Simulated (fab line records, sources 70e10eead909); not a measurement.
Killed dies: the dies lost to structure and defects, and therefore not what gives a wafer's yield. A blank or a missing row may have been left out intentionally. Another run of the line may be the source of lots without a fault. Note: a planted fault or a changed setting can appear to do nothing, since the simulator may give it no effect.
A single fault, viewed from 2 desks | flow nand_harc | each desk holds nothing but its own numbers, with what lay behind them at the end

== TOOL OWNER'S DESK, cvd_w-02 ==
The tool's own readings at NHARC_A_CONTACT_CVD_19 (deposits W, target thk 300 nm, time 802 s): means of the sampled wafers that have a number, for each lot that ran on this tool. Marked OUT: a lot whose mean sits more than 4 standard deviations from the usual mean, which makes it out of limits; the brackets give that distance.
Columns: A = heater_power_w at NHARC_A_CONTACT_CVD_19, usual 443 W; B = mfc_h2_sccm at NHARC_A_CONTACT_CVD_19, usual 1600 sccm; C = throttle_valve_pct at NHARC_A_CONTACT_CVD_19, usual 8.01 %
lot  | first seen here | A   | B    | C
L242 | day 18 20:39    | 466 | 1599 | 7.97
L247 | day 22 11:04    | 474 | 1598 | 8.07
L254 | day 23 09:47    | 475 | 1600 | 8.12
This desk's finding: nothing out of limits on any of the 3 lots.

== THE DEFECT DESK ==
Per lot, the means of the sampled wafers with a number show what the inspections along the route counted. Marked OUT: a lot whose mean sits more than 4 standard deviations from the usual mean, which makes it out of limits; the brackets give that distance.
Columns: A = raw_defect_count at NHARC_A_CONTACT_INSPECT_23, usual 394
lot  | first seen here | A
L242 | day 18 21:58    | 455
L243 | day 18 23:14    | 298
L244 | day 19 05:18    | 379
L246 | day 19 21:09    | 628
L245 | day 20 03:31    | 421
L247 | day 22 12:21    | 419
L254 | day 23 10:49    | 437
L258 | day 23 11:52    | 394
L257 | day 23 12:37    | 360
L261 | day 24 11:04    | 482
L260 | day 24 11:49    | 370
L262 | day 24 21:10    | 363
This desk's finding: nothing out of limits on any of the 12 lots.

== PUT TOGETHER ==
The tool owner's desk saw nothing out of limits.
No out-of-limits result turned up at the defect desk.

== WHAT THE SIMULATOR HAD PUT IN ==
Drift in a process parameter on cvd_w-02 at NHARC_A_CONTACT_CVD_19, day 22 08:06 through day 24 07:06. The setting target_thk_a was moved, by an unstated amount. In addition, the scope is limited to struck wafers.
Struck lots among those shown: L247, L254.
